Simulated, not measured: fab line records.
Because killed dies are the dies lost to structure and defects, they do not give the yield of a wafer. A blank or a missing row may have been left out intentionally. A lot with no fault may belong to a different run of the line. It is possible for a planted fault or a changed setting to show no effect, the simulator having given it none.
Chamber matching + flow n5-finfet + N5_SD_EPI_N_LINER_46 on ald-sin-01 has 4 sister chambers
The step material SiNx, target thk 3 nm. 8 wafers are shown with their chamber, then 7 later ones without.

== WAFERS PAIRED WITH THEIR CHAMBERS ==
| wafer  | chamber | heater-power-w (W) |
|--------|---------|--------------------|
| L823.6 | 1       | 772                |
| L825.3 | 0       | 825                |
| L825.4 | 2       | 971                |
| L830.2 | 3       | 967                |
| L830.4 | 1       | 769                |
| L831.1 | 2       | 956                |
| L831.4 | 0       | 844                |
| L831.5 | 3       | 925                |

== WAFERS WHOSE CHAMBER IS MISSING ==
| wafer  | heater-power-w (W) |
|--------|--------------------|
| L832.2 | 996                |
| L832.5 | 993                |
| L832.6 | 973                |
| L834.2 | 1013               |
| L834.4 | 984                |
| L835.2 | 962                |
| L835.6 | 968                |

== CHAMBER TAKEN BY EACH ==
| wafer  | from the rows above     | in truth |
|--------|-------------------------|----------|
| L832.2 | can't be placed: 2 or 3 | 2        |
| L832.5 | can't be placed: 2 or 3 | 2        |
| L832.6 | can't be placed: 2 or 3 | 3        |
| L834.2 | can't be placed: 2 or 3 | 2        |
| L834.4 | can't be placed: 2 or 3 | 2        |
| L835.2 | can't be placed: 2 or 3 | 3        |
| L835.6 | can't be placed: 2 or 3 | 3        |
Placed correctly: 0 of 7. Unplaceable from these rows: 7, with the true chamber sitting among the candidates in 7. Number placed wrongly: 0.
How it was worked out, from the rows above alone: a wafer's distance from a chamber is the root of the sum, over the readings, of the square of ((its reading less the chamber's mean) divided by the reading's scatter). If the next closest chamber is less than 2 further off than the closest, the wafer can't be placed; otherwise it belongs to the closest. A chamber's mean is the mean of its shown wafers. The scatter: take each reading less its chamber's mean, square it, sum over the shown wafers, divide by the number of wafers less the number of chambers, and take the root.
